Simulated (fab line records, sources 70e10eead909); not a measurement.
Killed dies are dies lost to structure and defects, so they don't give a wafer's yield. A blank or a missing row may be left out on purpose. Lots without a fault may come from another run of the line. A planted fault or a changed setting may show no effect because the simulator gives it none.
A struck lot beside a sound one | flow nand_harc | 15 steps out of a route of 1302
Sound: wafers L783.2, L783.3, L783.6. Struck: wafers L777.2, L777.4, L777.5. The cause comes at the end.
At each step with rows: each side's tool, then ch and its chambers, then its first start. Under that, the readings that differ: sound wafers | struck wafers | difference of the means | sigmas: that difference in standard deviations of wafers without a fault.
alike: readings whose means differ by less than 2 such deviations, and words and numbers that are the same on both sides. not compared: withheld readings, readings that some wafer has no value for, bounds like >300 that may hide the same value, and numbers for which the record gives no deviation and whose values overlap.
The two part at a step that has a row with sigmas, a row that says differs or no value, or rows on one side only. Numbers that don't overlap but have no deviation are shown without sigmas and don't part them. A reading that every wafer of one side lacks parts them only if that side has two wafers or more.

first, 5 steps without rows for these wafers: NHARC_A_BONDPAD_SOFTBAKE_04 (time 70 s); NHARC_A_BONDPAD_EBR_05; NHARC_A_BONDPAD_EXPOSE_06 (exposes mask A BPAD); NHARC_A_BONDPAD_PEB_07 (peb time 80 s); NHARC_A_BONDPAD_DEVELOP_08 (time 50 s).
NHARC_A_BONDPAD_CD_MEAS_09: target cd 500 nm.
  sound on cd_sem-01 ch 0, day 30 15:38; struck on cd_sem-01 ch 0, day 27 22:10
  alike: cd_nm
NHARC_A_BONDPAD_OVL_MEAS_35:
  sound on overlay-02, day 30 15:44; struck on overlay-01, day 27 22:15
  alike: overlay_x_nm, overlay_y_nm
then, 1 step without rows for these wafers: NHARC_A_BONDPAD_HARDBAKE_10 (time 65 s).
NHARC_A_BONDPAD_DESCUM_11: chemistry O2, time 3 s.
  sound on rie_diel-03 ch 0,1, day 30 15:52; struck on rie_diel-11 ch 1,2,3, day 27 22:23
  alike: drypump_motor_current_A, oes_product_au, rf_vpp_V, showerhead_plenum_p_Torr, throttle_valve_pct
  not compared: rf_hours_counter_h
NHARC_A_BONDPAD_ETCH_34: etches the open film in N2/H2, target depth 60 nm, overetch 18 nm, time 65.91 s.
  sound on rie_diel-03 ch 0,2, day 30 16:04; struck on rie_diel-11 ch 0,2, day 27 22:28
  alike: drypump_motor_current_A, oes_product_au, rf_vpp_V, showerhead_plenum_p_Torr, throttle_valve_pct
  not compared: rf_hours_counter_h
NHARC_A_BONDPAD_ETCH_12: etches the open film in CHF3/O2, target depth 220 nm, time 110 s.
  sound on rie_diel-03 ch 1,2,3; struck on rie_diel-11 ch 0,2,3
  alike: drypump_motor_current_A, oes_product_au, rf_vpp_V, showerhead_plenum_p_Torr, throttle_valve_pct
  not compared: rf_hours_counter_h
NHARC_A_BONDPAD_CD_MEAS_13:
  sound on cd_sem-03, day 30 16:17; struck on cd_sem-03, day 27 22:41
  alike: cd_nm
NHARC_A_BONDPAD_STRIP_15: strips in O2.
  sound on rie_diel-11 ch 0,1,2, day 30 16:22; struck on rie_diel-11 ch 1,2, day 27 22:46
  reading                        | sound             | struck            | difference | sigmas
  chamber_pressure_mTorr (mTorr) | 59.98 60.03 60.04 | 50.99 51.14 51.02 | -8.97      | -99 or more
  oes_product_au (a.u.)          | 1.006 1.011 1.001 | 0.998 0.980 0.985 | -0.018     | -2
  alike: drypump_motor_current_A, rf_vpp_V, showerhead_plenum_p_Torr, throttle_valve_pct
  not compared: rf_hours_counter_h
NHARC_A_BONDPAD_ETCH_24: etches the open film in CF4/N2, target depth 30 nm, time 72.99 s.
  sound on rie_diel-11 ch 0,1; struck on rie_diel-11 ch 0,2,3
  alike: drypump_motor_current_A, oes_product_au, rf_vpp_V, showerhead_plenum_p_Torr, throttle_valve_pct
  not compared: rf_hours_counter_h
NHARC_END_SORT_01:
  the record has rows for the struck wafers here (prober-01 ch 0, day 29 06:53) and none for the sound ones

WHERE THEY PART
First at NHARC_A_BONDPAD_STRIP_15; last, within this record, at NHARC_END_SORT_01.

WHY: what the simulator had put in
Process parameter drift: rie_diel-11, from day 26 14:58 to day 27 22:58, at NHARC_A_BONDPAD_STRIP_15. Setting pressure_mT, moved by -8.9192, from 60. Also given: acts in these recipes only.
